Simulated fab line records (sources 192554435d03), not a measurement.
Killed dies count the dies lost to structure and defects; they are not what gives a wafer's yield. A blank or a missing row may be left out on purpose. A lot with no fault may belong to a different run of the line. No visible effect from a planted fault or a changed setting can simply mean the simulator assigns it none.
fab line records -- flow n5_finfet
[record] lots = 11, wafers = 32, last_day = 20
route steps=1938 shown FIN_CUT@164 STI_FIN_REVEAL@184 BEOL_M4@1111 PASSIVATION@1936
lots that met no fault: from a run of the same line without faults
start_h: hours from the record's first day to the start of the lot's first wafer shown -- wait_h: how many hours have passed since the lot's step before this one -- " the same as in the row above -- L1.1+2: a row that stands for several wafers -- - no value, or no start was given -- * or withheld: withheld -- < > ~ a bound
route shown NAME@n: names a module that has steps shown in the file, with the first one's number in the route -- usual: mean/standard deviation of fault-free wafers -- same: alike in all rows -- chamber/n: place in a boat -- sites: the reading at each site -- _std_site: their standard deviation -- _edge_site: inner sites' mean taken away from outer sites' mean -- radius_mm: for every site, how far away it sits from the centre of the wafer -- mask NAME#n: copy n -- behind: the last tool/chamber to shape the wafer -- hold: what put the lot on hold/how long, in hours/how the hold closed -- device: names the non-switching transistor (n, p or np) -- end of line: the route-end tests of the same wafers -- step lacking rows: just its recipe -- killed: dies that structure and defects cost at the first sort, which is not the same as the wafer's yield -- map: per-die view of a wafer (x killed, . not killed, _ where there is no die)
set.NAME: the run value of the setting; set.NAME@STEP: its run value at that earlier step -- model.NAME: the simulator's own value behind a step, which no gauge read
the route's steps for a sample of lots (tables are steps, rows are wafers)
services: the hour from which a tool's chamber was out of use, counted from the record's first day as start_h (under 0 if before that day), plus the number of hours and why
[[steps]]
[step N5_FIN_CUT_OVL_MEAS_09]
[recipe] points_per_wafer = 522
[usual] FIN_CUT_OVL = -0.1/0.62
lot.wafer,tool,chamber,start_h,wait_h,FIN_CUT_OVL[nm]
L216.2,overlay-02,0,28.96,0.0,0.3
L216.3,overlay-02,0,28.96,0.0,-0.1
L216.5,overlay-02,0,28.96,0.0,0.6
L218.4,overlay-01,0,38.68,0.0,0.6
L218.5,overlay-01,0,38.68,0.0,1.0
L219.1,overlay-01,0,46.31,0.0,-0.4
L219.4,overlay-01,0,46.31,0.0,-0.3
L219.5,overlay-01,0,46.31,0.0,0.0
L220.1,overlay-02,0,51.19,0.0,-1.2
L220.3,overlay-02,0,51.19,0.0,-1.1
L220.6,overlay-02,0,51.19,0.0,-1.7
L224.2,overlay-02,0,75.50,0.0,0.2
L224.4,overlay-02,0,75.50,0.0,0.6
L224.5,overlay-02,0,75.50,0.0,1.0
L228.2,overlay-01,0,101.12,0.0,0.1
L228.4,overlay-01,0,101.12,0.0,-0.3
L228.6,overlay-01,0,101.12,0.0,-0.6
L229.1,overlay-01,0,105.34,0.0,-0.1
L229.2,overlay-01,0,105.34,0.0,0.3
L229.4,overlay-01,0,105.34,0.0,0.0
L230.1,overlay-02,0,110.39,0.0,-0.2
L230.2,overlay-02,0,110.39,0.0,-0.7
L230.6,overlay-02,0,110.39,0.0,-0.4
L236.4,overlay-01,0,147.50,0.1,-0.8
L236.5,overlay-01,0,147.50,0.1,0.3
L236.6,overlay-01,0,147.50,0.1,0.1
L237.2,overlay-01,0,152.24,0.0,0.8
L237.4,overlay-01,0,152.24,0.0,0.4
L237.5,overlay-01,0,152.24,0.0,0.1
L238.2,overlay-02,0,160.81,0.0,0.3
L238.3,overlay-02,0,160.81,0.0,-1.5
L238.4,overlay-02,0,160.81,0.0,-0.2
[step N5_FIN_CUT_CUT_ETCH_15]
[recipe] chemistry = HBr/Cl2/O2, target = Si, target_depth_a = 1000, bt_time_s = 10, mask_material = SOC, time_s = 42.4, ion_energy_ev = *, bias_w = *, pressure_mtorr = 10, icp_w = 800, HBr_flow_sccm = 150, Cl2_flow_sccm = 80, O2_flow_sccm = 12
[usual] HBr_flow_sccm = 150.0/0.41, O2_flow_sccm = 12.00/0.037, drypump_motor_current_A = 5.7/0.44, oes_o_777_au = 1.01/0.049, oes_product_au = 0.990/0.014, throttle_valve_pct = 37.2/0.32
lot.wafer,tool,chamber,start_h,wait_h,HBr_flow_sccm,O2_flow_sccm,drypump_motor_current_A,oes_o_777_au,oes_product_au,rf_hours_counter_h,throttle_valve_pct
L216.2,rie_si-04,2,29.68,0.1,150.1,11.97,5.9,1.07,0.997,117,37.3
L216.3,rie_si-04,1,29.68,0.1,149.8,11.98,5.5,1.03,1.023,139,37.0
L216.5,rie_si-04,3,29.68,0.1,149.8,11.94,5.9,0.98,0.982,-,37.0
L218.4,rie_si-05,0,39.60,0.0,150.1,12.02,6.2,1.03,0.991,7,36.9
L218.5,rie_si-05,3,39.60,0.0,150.2,11.96,5.0,0.91,0.988,-,37.8
L219.1,rie_si-05,3,47.10,0.1,148.9,11.99,5.1,0.92,0.985,7,37.8
L219.4,rie_si-05,0,47.10,0.1,150.2,11.92,6.2,1.03,0.982,7,36.9
L219.5,rie_si-05,2,47.10,0.1,150.4,11.99,5.1,0.99,0.995,-,36.9
L220.1,rie_si-05,0,52.01,0.1,149.6,12.00,6.2,1.04,0.989,8,36.9
L220.3,rie_si-05,3,52.01,0.1,150.4,12.00,5.1,0.92,0.985,7,37.8
L220.6,rie_si-05,2,52.01,0.1,150.0,11.96,5.1,0.99,0.989,-,37.0
L224.2,rie_si-04,2,76.21,0.1,149.9,12.00,5.9,1.06,1.004,118,37.3
L224.4,rie_si-04,1,76.21,0.1,150.2,11.98,5.6,1.03,1.026,139,37.0
L224.5,rie_si-04,0,76.21,0.1,149.7,12.02,5.6,1.06,0.971,-,37.1
L228.2,rie_si-05,2,101.84,0.1,-,-,-,-,-,-,-
L228.4,rie_si-05,0,101.84,0.1,-,-,-,-,-,-,-
L228.6,rie_si-05,0,101.84,0.1,-,-,-,-,-,-,-
L229.1,rie_si-05,1,106.36,0.1,-,-,-,-,-,-,-
L229.2,rie_si-05,2,106.36,0.1,-,-,-,-,-,-,-
L229.4,rie_si-05,0,106.36,0.1,-,-,-,-,-,-,-
L230.1,rie_si-04,1,111.11,0.1,-,-,-,-,-,-,-
L230.2,rie_si-04,0,111.11,0.1,-,-,-,-,-,-,-
L230.6,rie_si-04,0,111.11,0.1,-,-,-,-,-,-,-
L236.4,rie_si-04,3,148.20,0.0,149.5,11.99,5.9,0.98,0.979,176,37.0
L236.5,rie_si-04,3,148.20,0.0,149.6,12.04,5.9,0.99,0.985,-,37.0
L236.6,rie_si-04,0,148.20,0.0,150.1,12.04,5.6,1.05,0.969,-,37.1
L237.2,rie_si-05,1,153.13,0.1,150.0,12.00,5.9,1.03,0.979,52,37.5
L237.4,rie_si-05,0,153.13,0.1,149.4,11.96,6.2,1.02,0.995,9,36.9
L237.5,rie_si-05,2,153.13,0.1,149.6,11.98,5.1,0.99,0.991,-,37.0
L238.2,rie_si-05,2,161.53,0.1,150.2,12.00,5.1,0.99,0.993,93,36.9
L238.3,rie_si-05,0,161.53,0.1,149.3,12.01,6.2,1.02,0.983,10,36.9
L238.4,rie_si-05,0,161.53,0.1,149.9,11.97,6.2,1.03,0.990,-,36.9
[step N5_FIN_CUT_CUT_ETCH_28]
[recipe] chemistry = HBr/Cl2/O2, target = Si, target_depth_a = 60, mask_material = SOC, time_s = 2.4, ion_energy_ev = *, bias_w = *, pressure_mtorr = 10, icp_w = 800, HBr_flow_sccm = 150, Cl2_flow_sccm = 80, O2_flow_sccm = 12
[usual] HBr_flow_sccm = 150.0/0.45, O2_flow_sccm = 12.00/0.032, drypump_motor_current_A = 5.7/0.44, oes_o_777_au = 1.01/0.05, oes_product_au = 0.991/0.014, throttle_valve_pct = 37.2/0.32
lot.wafer,tool,chamber,start_h,wait_h,HBr_flow_sccm,O2_flow_sccm,drypump_motor_current_A,oes_o_777_au,oes_product_au,rf_hours_counter_h,throttle_valve_pct
L216.2,rie_si-04,2,29.74,0.0,150.4,12.02,5.9,1.06,0.991,117,37.3
L216.3,rie_si-04,1,29.74,0.0,149.2,12.02,5.6,1.03,1.031,139,37.0
L216.5,rie_si-04,3,29.74,0.0,150.0,12.02,5.9,0.97,0.985,-,37.0
L218.4,rie_si-05,0,39.65,0.0,150.2,12.09,6.2,1.03,1.001,7,36.9
L218.5,rie_si-05,3,39.65,0.0,150.5,12.02,5.1,0.91,0.987,-,37.8
L219.1,rie_si-05,3,47.15,0.0,149.5,11.93,5.0,0.91,0.980,7,37.8
L219.4,rie_si-05,0,47.15,0.0,149.8,11.99,6.2,1.03,0.988,7,36.9
L219.5,rie_si-05,2,47.15,0.0,150.2,12.02,5.1,0.99,0.992,-,36.9
L220.1,rie_si-05,0,52.06,0.0,150.9,12.02,6.2,1.03,0.983,8,36.9
L220.3,rie_si-05,3,52.06,0.0,149.6,11.99,5.0,0.91,0.984,7,37.8
L220.6,rie_si-05,2,52.06,0.0,149.4,12.01,5.1,0.99,0.995,-,36.9
L224.2,rie_si-04,2,76.27,0.0,150.7,11.99,5.9,1.06,0.998,118,37.3
L224.4,rie_si-04,1,76.27,0.0,149.9,11.94,5.6,1.02,1.027,140,37.0
L224.5,rie_si-04,0,76.27,0.0,149.5,12.03,5.6,1.06,0.978,-,37.1
L228.2,rie_si-05,2,101.89,0.0,150.1,11.98,5.1,0.99,0.988,92,36.9
L228.4,rie_si-05,0,101.89,0.0,150.3,12.01,6.2,1.04,0.988,8,36.9
L228.6,rie_si-05,0,101.89,0.0,150.1,11.98,6.2,1.04,0.983,-,36.9
L229.1,rie_si-05,1,106.41,0.0,150.3,12.01,5.9,1.02,0.983,51,37.5
L229.2,rie_si-05,2,106.41,0.0,150.0,12.01,5.1,1.00,0.986,92,37.0
L229.4,rie_si-05,0,106.41,0.0,151.0,11.98,6.3,1.03,0.981,8,36.9
L230.1,rie_si-04,1,111.16,0.0,149.6,11.96,5.6,1.02,1.028,140,37.0
L230.2,rie_si-04,0,111.16,0.0,150.2,12.00,5.6,1.06,0.977,3,37.1
L230.6,rie_si-04,0,111.16,0.0,150.4,11.97,5.6,1.07,0.965,-,37.1
L236.4,rie_si-04,3,148.26,0.0,150.3,12.03,5.9,0.98,0.990,176,37.0
L236.5,rie_si-04,3,148.26,0.0,150.6,11.98,5.9,0.98,0.989,-,37.0
L236.6,rie_si-04,0,148.26,0.0,149.7,11.99,5.6,1.06,0.969,-,37.1
L237.2,rie_si-05,1,153.18,0.0,149.8,11.96,5.9,1.02,0.979,52,37.5
L237.4,rie_si-05,0,153.18,0.0,150.3,11.97,6.2,1.04,0.991,9,36.9
L237.5,rie_si-05,2,153.18,0.0,150.8,12.04,5.1,0.99,0.991,-,36.9
L238.2,rie_si-05,2,161.59,0.0,150.4,11.99,5.1,0.99,0.995,93,36.9
L238.3,rie_si-05,0,161.59,0.0,150.3,12.06,6.3,1.04,0.993,10,36.9
L238.4,rie_si-05,0,161.59,0.0,149.7,12.03,6.3,1.04,0.994,-,36.9
[step N5_STI_FIN_REVEAL_ALD_14]
[recipe] material = Si3N4, target_thk_a = 30, temp_c = 400, ald_precursor_family = SiH2I2, ald_co_reactant = N2/H2-plasma, pressure_torr = 2
[usual] chamber_pressure_Torr = 2.000/0.0039, heater_power_w = 831/110
lot.wafer,tool,chamber,start_h,wait_h,chamber_pressure_Torr,heater_power_w
L216.2,ald_sin-01,3,30.06,0.0,1.999,725
L216.3,ald_sin-01,1,30.06,0.0,1.995,791
L216.5,ald_sin-01,3,30.06,0.0,2.005,725
L218.4,ald_sin-02,3,41.38,0.0,1.993,883
L218.5,ald_sin-02,2,41.38,0.0,1.990,774
L219.1,ald_sin-02,1,47.76,0.0,2.004,919
L219.4,ald_sin-02,2,47.76,0.0,1.997,774
L219.5,ald_sin-02,1,47.76,0.0,2.005,885
L220.1,ald_sin-01,1,53.00,0.0,2.002,773
L220.3,ald_sin-01,2,53.00,0.0,1.995,762
L220.6,ald_sin-01,2,53.00,0.0,1.998,794
L224.2,ald_sin-04,1,76.58,0.0,2.001,1114
L224.4,ald_sin-04,3,76.58,0.0,2.001,1036
L224.5,ald_sin-04,2,76.58,0.0,1.994,873
L236.4,ald_sin-02,2,148.68,0.1,1.998,786
L236.5,ald_sin-02,0,148.68,0.1,2.003,686
L236.6,ald_sin-02,1,148.68,0.1,1.999,933
L237.2,ald_sin-01,1,153.49,0.0,1.998,756
L237.4,ald_sin-01,3,153.49,0.0,2.003,733
L237.5,ald_sin-01,1,153.49,0.0,1.996,780
L238.2,ald_sin-02,0,161.97,0.0,2.000,719
L238.3,ald_sin-02,3,161.97,0.0,1.994,866
L238.4,ald_sin-02,2,161.97,0.0,2.003,778
[step N5_BEOL_M4_RC_MEAS_101]
[usual] DIBL_N = 36.5/2.1, DIBL_P = 36.6/2.6, IOFF_N = 0.17/0.044, IOFF_P = 0.21/0.048, ION_N = 674/17, ION_P = 462/9.5, SS_N = 71.6/0.77, SS_P = 73.5/0.72, VT_N = 250/4.2, VT_P = -250/3.9
lot.wafer,tool,chamber,start_h,wait_h,DIBL_N[mV/V],DIBL_P[mV/V],IOFF_N[nA/um],IOFF_P[nA/um],ION_N[uA/um],ION_P[uA/um],SS_N[mV/dec],SS_P[mV/dec],VT_N[mV],VT_P[mV]
L216.2,prober-02,0,194.37,0.2,36.8,36.2,0.19,0.25,686,468,71.4,74.0,246,-245
L216.3,prober-02,0,194.37,0.2,34.5,33.7,0.15,0.22,673,466,71.3,73.4,252,-247
L216.5,prober-02,0,194.37,0.2,35.9,34.8,0.18,0.22,683,469,71.5,73.4,245,-249
L220.1,prober-01,0,222.07,0.0,41.7,40.4,0.31,0.35,707,476,73.8,74.9,241,-242
L220.3,prober-01,0,222.07,0.0,34.2,32.3,0.13,0.19,678,467,70.7,72.7,251,-250
L220.6,prober-01,0,222.07,0.0,40.5,40.5,0.29,0.34,703,475,72.2,74.8,241,-243
L218.4,prober-02,0,224.41,0.5,34.9,33.9,0.13,0.17,671,460,70.6,73.4,255,-254
L218.5,prober-02,0,224.41,0.5,37.0,37.6,0.17,0.22,684,468,71.1,74.7,248,-252
L219.1,prober-02,0,227.58,0.0,37.2,37.7,0.14,0.20,667,462,71.1,73.0,253,-253
L219.4,prober-02,0,227.58,0.0,40.6,42.3,0.24,0.28,706,478,72.4,74.4,241,-245
L219.5,prober-02,0,227.58,0.0,39.5,40.8,0.20,0.25,685,465,72.2,74.3,248,-247
L224.2,prober-02,0,250.70,0.2,35.6,36.7,0.16,0.20,667,461,71.5,73.4,247,-250
L224.4,prober-02,0,250.70,0.2,36.0,35.2,0.15,0.17,651,445,72.3,73.0,253,-253
L224.5,prober-02,0,250.70,0.2,32.7,32.9,0.11,0.16,653,454,70.0,73.2,254,-254
L236.4,prober-01,0,331.73,0.5,37.5,38.9,0.19,0.24,684,467,71.8,73.3,248,-251
L236.5,prober-01,0,331.73,0.5,36.8,37.7,0.17,0.23,680,472,72.5,73.1,249,-248
L236.6,prober-01,0,331.73,0.5,38.7,40.5,0.22,0.26,683,461,72.5,73.6,247,-246
L238.2,prober-02,0,339.48,0.2,34.4,33.6,0.13,0.17,667,457,70.5,72.3,250,-251
L238.3,prober-02,0,339.48,0.2,36.6,36.6,0.17,0.22,691,472,71.7,73.8,249,-248
L238.4,prober-02,0,339.48,0.2,37.4,37.9,0.18,0.24,679,468,71.6,73.5,250,-246
L237.2,prober-02,0,346.14,0.2,36.3,37.5,0.18,0.28,697,485,72.9,73.5,248,-246
L237.4,prober-02,0,346.14,0.2,37.3,39.0,0.22,0.31,695,473,72.6,73.7,246,-241
L237.5,prober-02,0,346.14,0.2,34.7,33.1,0.14,0.19,648,451,72.8,72.3,257,-251
[step N5_PASSIVATION_PROBE_49]
[usual] killed_at_M0_to_M3 = 36/10, killed_at_M4_up = 14/5.2, killed_at_contacts = 12/6, killed_at_front_end = 37/10, killed_at_other = 4/3.3, killed_dies = 104/18, killed_on_rim = 14/4.1, killed_open = 68/14, killed_short = 34/7.4
[same] gross_dies = 1180, killed_at_back_side = 0
lot.wafer,tool,chamber,start_h,wait_h,killed_at_M0_to_M3,killed_at_M4_up,killed_at_contacts,killed_at_front_end,killed_at_other,killed_dies,killed_on_rim,killed_open,killed_short
L230.1,prober-01,-,400.51,0.0,42,14,10,1112,2,1180,152,77,52
L230.2,prober-01,-,400.56,0.1,29,12,7,1130,2,1180,152,55,36
L230.6,prober-01,-,400.76,0.3,44,9,11,1115,1,1180,152,71,45
L229.1,prober-01,-,401.20,0.0,41,15,2,1118,4,1180,152,67,29
L229.2,prober-01,-,401.25,0.1,33,22,9,1112,4,1180,152,67,33
L229.4,prober-01,-,401.35,0.2,24,11,9,1133,3,1180,152,48,24
L228.2,prober-02,-,419.64,0.1,24,12,25,1117,2,1180,152,55,36
L228.4,prober-02,-,419.74,0.2,30,21,9,1116,4,1180,152,60,47
L228.6,prober-02,-,419.84,0.3,35,21,17,1105,2,1180,152,75,28
// killed by level:class
L230.1 FIN_CUT:area_etch=1051 STI_FIN_REVEAL:geometric_particle:open=13 BEOL_M0_SAQP:geometric_particle:open=10 BEOL_M0_SAQP:geometric_particle:short=8 FIN_SAQP:geometric_particle:open=7 FIN_SAQP:geometric_particle:short=7 MOL_CONTACT_COAG:geometric_particle:open=7 STI_FIN_REVEAL:geometric_particle:short=6
L230.2 FIN_CUT:area_etch=1089 FIN_SAQP:geometric_particle:open=9 BEOL_M1:geometric_particle:open=9 GATE_CUT:geometric_particle:short=7 MOL_CONTACT_COAG:geometric_particle:open=7 FIN_SAQP:geometric_particle:short=6 BEOL_M2:geometric_particle:open=5 BEOL_M1:geometric_particle:short=5
L230.6 FIN_CUT:area_etch=1063 FIN_SAQP:geometric_particle:open=16 FIN_SAQP:geometric_particle:short=14 BEOL_M1:geometric_particle:open=14 BEOL_M0_SAQP:geometric_particle:short=9 DUMMY_GATE:geometric_particle:open=8 MOL_CONTACT_COAG:geometric_particle:open=7 BEOL_M2:geometric_particle:open=7
L229.1 FIN_CUT:area_etch=1084 BEOL_M0_SAQP:geometric_particle:short=14 STI_FIN_REVEAL:geometric_particle:open=10 BEOL_M3:geometric_particle:open=10 FIN_SAQP:geometric_particle:open=7 BEOL_M0_SAQP:geometric_particle:open=7 BEOL_M4:geometric_particle:open=6 FIN_SAQP:geometric_particle:short=4
L229.2 FIN_CUT:area_etch=1077 BEOL_M4:geometric_particle:open=13 BEOL_M0_SAQP:geometric_particle:open=12 MOL_CONTACT_COAG:geometric_particle:open=9 STI_FIN_REVEAL:geometric_particle:open=8 BEOL_M0_SAQP:geometric_particle:short=7 FIN_SAQP:geometric_particle:short=6 FIN_SAQP:geometric_particle:open=5
L229.4 FIN_CUT:area_etch=1106 BEOL_M0_SAQP:geometric_particle:open=9 FIN_SAQP:geometric_particle:open=7 MOL_CONTACT_COAG:geometric_particle:open=7 BEOL_M0_SAQP:geometric_particle:short=6 BEOL_M0:geometric_particle:open=4 STARTING-WAFER:geometric_particle:short=4 GATE_CUT:geometric_particle:open=3
L228.2 FIN_CUT:area_etch=1089 MOL_CONTACT_COAG:geometric_particle:open=20 FIN_SAQP:geometric_particle:short=5 MOL_CONTACT_COAG:geometric_particle:short=5 BEOL_M0_SAQP:geometric_particle:open=5 BEOL_M3:geometric_particle:short=5 DUMMY_GATE:geometric_particle:open=4 BEOL_M5:geometric_particle:short=4
L228.4 FIN_CUT:area_etch=1073 FIN_SAQP:geometric_particle:open=13 BEOL_M0_SAQP:geometric_particle:open=9 BEOL_M0_SAQP:geometric_particle:short=9 MOL_CONTACT_COAG:geometric_particle:open=6 BEOL_M5:geometric_particle:short=6 FIN_SAQP:geometric_particle:short=5 ILD0:geometric_particle:short=5
L228.6 FIN_CUT:area_etch=1077 MOL_CONTACT_COAG:geometric_particle:open=15 BEOL_M0_SAQP:geometric_particle:open=15 DUMMY_GATE:geometric_particle:open=7 BEOL_M4:geometric_particle:open=7 BEOL_M3:geometric_particle:open=6 BEOL_M0_SAQP:geometric_particle:short=6 FIN_SAQP:geometric_particle:open=5
[[services]]
tool,chamber,start_h,hours,kind
rie_si-05,3,8.28,9.7,repair
ald_sin-04,1,19.00,3.7,repair
ald_sin-04,3,59.00,11.1,repair
ald_sin-02,0,73.26,3.7,repair
ald_sin-02,-,74.93,0.8,pm
ald_sin-04,-,85.32,14.0,pm
ald_sin-04,0,85.32,14.0,vent_cycle
ald_sin-04,1,85.32,14.0,vent_cycle
ald_sin-04,2,85.32,14.0,vent_cycle
ald_sin-04,3,85.32,14.0,vent_cycle
rie_si-05,-,90.61,0.2,repair
ald_sin-04,0,99.32,-,clean
ald_sin-04,1,99.32,-,clean
ald_sin-04,2,99.32,-,clean
ald_sin-04,3,99.32,-,clean
ald_sin-04,2,102.73,16.2,repair
rie_si-05,-,114.55,0.3,repair
rie_si-05,3,124.57,9.0,repair
ald_sin-02,0,137.06,5.4,repair
ald_sin-02,3,141.38,19.9,repair
rie_si-05,1,157.05,4.5,repair
[[key]]
[first_sign] step = N5_FIN_CUT_CUT_ETCH_15, reading = tool_record, direction = missing
[effect] step = N5_PASSIVATION_PROBE_49, reading = killed_at_front_end, direction = up, sigmas = 99+, usual = 37, struck = 1118
[more_kills_born_at] N5_FIN_CUT_CUT_ETCH_15@rie_si-05 = 6505, N5_FIN_CUT_CUT_ETCH_15@rie_si-04 = 3203
met_at N5_FIN_CUT_CUT_ETCH_15
struck_lots L228,L229,L230
later_rows_left_out L228.2,L228.4,L228.6,L229.1,L229.2,L229.4,L230.1,L230.2,L230.6
tester_left_out L228,L229,L230
not_acting_at N5_FIN_CUT_OVL_MEAS_09,N5_FIN_CUT_CUT_ETCH_28,N5_STI_FIN_REVEAL_ALD_14
onset_between 76.21 101.84
[fault] kind = skipped_step_whole, tool = rie_si-04,rie_si-05, chamber = -, onset_h = 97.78, steps = N5_FIN_CUT_CUT_ETCH_15, scope = struck_lots_only
// tester_left_out: of these lots the tester's yield and bins aren't shown, on N5 and GAA mostly nor the transistor test; their killed dies are dies lost to structure and defects alone, not to doping, threshold or leakage, so they don't give the yield
// later_rows_left_out: the simulator's readings of these wafers behind a module that went badly wrong aren't trusted and aren't shown, but for the sort
